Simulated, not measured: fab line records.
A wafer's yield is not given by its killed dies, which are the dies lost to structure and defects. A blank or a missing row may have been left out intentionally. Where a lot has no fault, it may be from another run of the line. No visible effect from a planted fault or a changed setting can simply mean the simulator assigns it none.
Struck lot and sound lot, side by side	flow nand-harc	15 steps out of a route of 1302
Sound: these wafers, L674.3, L674.4, L674.5. Wafers L688.1, L688.2, L688.5 were the ones struck. The cause is named last.
Per side, at each step with rows, come the tool, then ch with its chambers, and then its first start. Under that, the readings that differ: sound wafers	struck wafers	difference of the means	sigmas: that difference in standard deviations of wafers without a fault.
alike: readings whose means differ by less than 2 such deviations, and words and numbers that are the same on both sides. not compared: withheld readings, readings that some wafer has no value for, bounds like >300 that may hide the same value, and numbers for which the record gives no deviation and whose values overlap.
The two part at a step that has a row with sigmas, a row that says differs or no value, or rows on one side only. Non-overlapping numbers with no deviation appear without sigmas and do not part them. A reading that every wafer of one side lacks parts them only if that side has two wafers or more.

NHARC_P_BONDPAD_CD_MEAS_09 targets a cd of 500 nm.
  sound on cd-sem-02 ch 0, day 7 14:46; struck on cd-sem-02 ch 0, day 13 04:22
  alike: cd-nm
NHARC_P_BONDPAD_OVL_MEAS_38:
  sound on overlay-01, day 7 14:52; struck on overlay-01, day 13 04:27
  alike: overlay-x-nm, overlay-y-nm
then, 2 steps without rows for these wafers: NHARC_P_BONDPAD_HARDBAKE_10 (time 65 s); NHARC_P_BONDPAD_DESCUM_11 (chemistry O2, time 3 s).
NHARC_P_BONDPAD_ETCH_37: etches the open film in N2/H2, target depth 60 nm, overetch 18 nm, time 65.91 s.
  sound on rie-diel-12 ch 0,2,3, day 7 15:04; struck on rie-diel-12 ch 0,1,2, day 13 04:40
  alike: drypump-motor-current-A, n2-flow-sccm, oes-product-au, rf-vpp-V, showerhead-plenum-p-Torr, throttle-valve-pct
  not compared: rf-hours-counter-h
NHARC_P_BONDPAD_ETCH_12: etches the open film in CHF3/O2, target depth 200 nm, time 100 s.
  sound on rie-diel-12 ch 1,3; struck on rie-diel-12 ch 0,2
  alike: drypump-motor-current-A, oes-product-au, rf-vpp-V, showerhead-plenum-p-Torr, throttle-valve-pct
  not compared: rf-hours-counter-h
NHARC_P_BONDPAD_CD_MEAS_13:
  sound on cd-sem-03, day 7 15:18; struck on cd-sem-02, day 13 04:53
  alike: cd-nm
NHARC_P_BONDPAD_STRIP_15: strips in O2.
  sound on rie-diel-04 ch 0,2, day 7 15:23; struck on rie-diel-11 ch 0,1, day 13 04:59
  alike: drypump-motor-current-A, oes-product-au, rf-vpp-V, showerhead-plenum-p-Torr, throttle-valve-pct
  not compared: rf-hours-counter-h
then, 2 steps without rows for these wafers: NHARC_P_BONDPAD_ETCH_24 (etches the open film in CF4/N2, target depth 30 nm, time 72.99 s); NHARC_P_BONDPAD_STRIP_16 (strips in post etch residue remover, time 600 s).
NHARC_P_BONDPAD_DEGAS_25: time 60 s.
  sound on pvd-sputter-02, day 7 15:58; struck on pvd-sputter-01, day 13 05:31
  alike: heater-power-w
then, 1 step without rows for these wafers: NHARC_P_BONDPAD_PRE_CLEAN_26 (time 30 s).
NHARC_P_BONDPAD_PVD_17: deposits TaN, target thk 5 nm, time 8.06 s.
  sound on pvd-sputter-02, day 7 16:04; struck on pvd-sputter-01, day 13 05:41
reading	sound	struck	difference	sigmas
cathode-dc-power-W (W)	14998 14999 14998	14231 14235 14231	-766	-99 or more
  alike: chamber-pressure-pa, substrate-temp-c, throttle-valve-pct
NHARC_P_BONDPAD_PVD_27: deposits Cu, target thk 30 nm, time 20.49 s.
  sound on pvd-sputter-02; struck on pvd-sputter-01
  alike: cathode-dc-power-W, chamber-pressure-pa, substrate-temp-c, throttle-valve-pct
NHARC_END_SORT_01:
  the record has rows for the sound wafers here (prober-01 ch 0, day 25 12:35) and none for the struck ones

## WHERE THEY PART
Earliest at NHARC_P_BONDPAD_PVD_17; latest, in this record, at NHARC_END_SORT_01.

WHY: the cause the simulator had injected
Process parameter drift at NHARC_P_BONDPAD_PVD_17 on pvd-sputter-01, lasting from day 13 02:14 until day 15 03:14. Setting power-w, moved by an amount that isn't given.
